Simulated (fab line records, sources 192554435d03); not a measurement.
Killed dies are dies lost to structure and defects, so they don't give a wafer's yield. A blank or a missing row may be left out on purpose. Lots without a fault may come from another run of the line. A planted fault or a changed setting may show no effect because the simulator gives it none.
Split-lot experiment | flow n5_finfet | 7 lots, 21 wafers read, on a route of 1938 steps

THE SPLIT
At N5_BEOL_M1_PECVD_72 (deposits SiO2 from TEOS/O2, target thk 16 nm, time 18 s), the setting time_s was moved away from the recipe's 18 s on 7 of the 21 wafers read, by -11.1% to +5.6%. The other wafers ran this setting at the recipe's value.

FROM THE SPLIT TO THE READING: what the file shows between them, 8 steps
- N5_BEOL_M1_HM_DEP_02: deposits TiN, target thk 20 nm (also split here: target_thk_a)
- N5_BEOL_M1_COAT_61: time 60 s, resist thk 60 nm
- N5_BEOL_M1_COAT_62: time 60 s, resist thk 12 nm
- N5_BEOL_M1_STRIP_75: strips in N2/H2
- N5_BEOL_M1_STRIP_66: strips in CF4
- N5_BEOL_M1_HM_OPEN_17: chemistry Cl2/BCl3, target TiN, target depth 20 nm, overetch 6 nm
- N5_BEOL_M1_STRIP_19: strips in O2
- N5_BEOL_M1_STRIP_97: strips in N2/H2, time 10 s

THE READING
SiO2_of_BEOL_M1_PECVD_72.thk_nm (the simulator's own value, which no gauge read), in nm, at N5_BEOL_M1_HM_STRIP_39 (strips TiN in peroxide tin strip, target depth 25 nm, time 158 s). The file gives no usual value for it. The 14 wafers here that ran the recipe average 15.8 nm, standard deviation 0.38 nm.

wafer  | tool, chamber at the split | time_s as run, s | against the recipe | SiO2_of_BEOL_M1_PECVD_72.thk_nm, nm | against lot-mates on the recipe
L077.1 | pecvd-03, 1                | 18               | recipe             | 15.4                                | -
L077.2 | pecvd-03, 2                | 18               | recipe             | 15.4                                | -
L077.4 | pecvd-03, 2                | 18               | recipe             | 15.8                                | -
L078.2 | pecvd-03, 2                | 18               | recipe             | 15.2                                | -
L078.4 | pecvd-03, 1                | 16.53            | -8.2%              | 14.4                                | -0.8
L078.5 | pecvd-03, 0                | 16.53            | -8.2%              | 14.6                                | -0.6
L080.1 | pecvd-04, 0                | 18               | recipe             | 15.2                                | -
L080.2 | pecvd-04, 2                | 18               | recipe             | 15.8                                | -
L080.5 | pecvd-04, 2                | 18               | recipe             | 16                                  | -
L096.3 | pecvd-04, 1                | 19.01            | +5.6%              | 16.6                                | +0.8
L096.4 | pecvd-04, 0                | 19.01            | +5.6%              | 17.2                                | +1.4
L096.6 | pecvd-04, 1                | 18               | recipe             | 15.8                                | -
L090.2 | pecvd-03, 0                | 16.28            | -9.6%              | 14                                  | -1.7
L090.3 | pecvd-03, 2                | 18               | recipe             | 15.4                                | -
L090.5 | pecvd-03, 2                | 18               | recipe             | 16                                  | -
L092.3 | pecvd-02, 2                | 18               | recipe             | 16.2                                | -
L092.4 | pecvd-02, 0                | 18               | recipe             | 16.4                                | -
L092.6 | pecvd-02, 2                | 18               | recipe             | 16                                  | -
L097.1 | pecvd-02, 0                | 16               | -11.1%             | 14.2                                | -2.0
L097.2 | pecvd-02, 2                | 16               | -11.1%             | 14                                  | -2.2
L097.5 | pecvd-02, 0                | 18               | recipe             | 16.2                                | -

THE FIT
A straight line over all 21 wafers: SiO2_of_BEOL_M1_PECVD_72.thk_nm changes by +0.166 nm for each +1% of time_s; r = +0.92; the points scatter about the line by 0.35 nm.
The same after taking each lot's own level away (the mean of its wafers on the recipe; 21 wafers): +0.165 nm for each +1%; r = +0.93; scatter 0.32 nm.
On that fit, the largest move of time_s shifts the reading by 1.8 nm.
The lots' own levels span 15.20 to 16.20 nm, that is 2.7 times the standard deviation above.
So the lot-to-lot level changes the slope little: the two slopes agree.
Check: with one of the wafers moved furthest among these (-11.1%) left out of the fit, the line predicts -1.73 nm for it against its lot-mates. It came out at -2 nm against them.

OTHER SPLITS ON THESE WAFERS
These wafers also went through other splits before the reading. Each is held against what the fit with the lots' levels taken away leaves over:
other split on the same wafers    | wafers away from the commonest value | r with SiO2_of_BEOL_M1_PECVD_72.thk_nm (lot level and that fit taken away)
N5_BEOL_M1_HM_DEP_02 target_thk_a | 7                                    | +0.40

THE WHOLE CHAIN: every reading that the file lists as answering this split, in the file's order
step                   | what it does                                                     | reading                                                                          | change (the file's fit)               | r (the file's)
N5_BEOL_M1_PECVD_72    | deposits SiO2 from TEOS/O2, target thk 16 nm, time 18 s          | SiO2_of_BEOL_M1_PECVD_72.thk_nm (the simulator's own value, which no gauge read) | +0.168 nm for each +1% of the setting | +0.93
N5_BEOL_M1_HM_STRIP_39 | strips TiN in peroxide tin strip, target depth 25 nm, time 158 s | SiO2_of_BEOL_M1_PECVD_72.thk_nm (the simulator's own value, which no gauge read) | +0.164 nm for each +1% of the setting | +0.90

THE FILE'S OWN FIT
SiO2_of_BEOL_M1_PECVD_72.thk_nm changes by +0.164 nm for each +1% of time_s, r = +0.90.
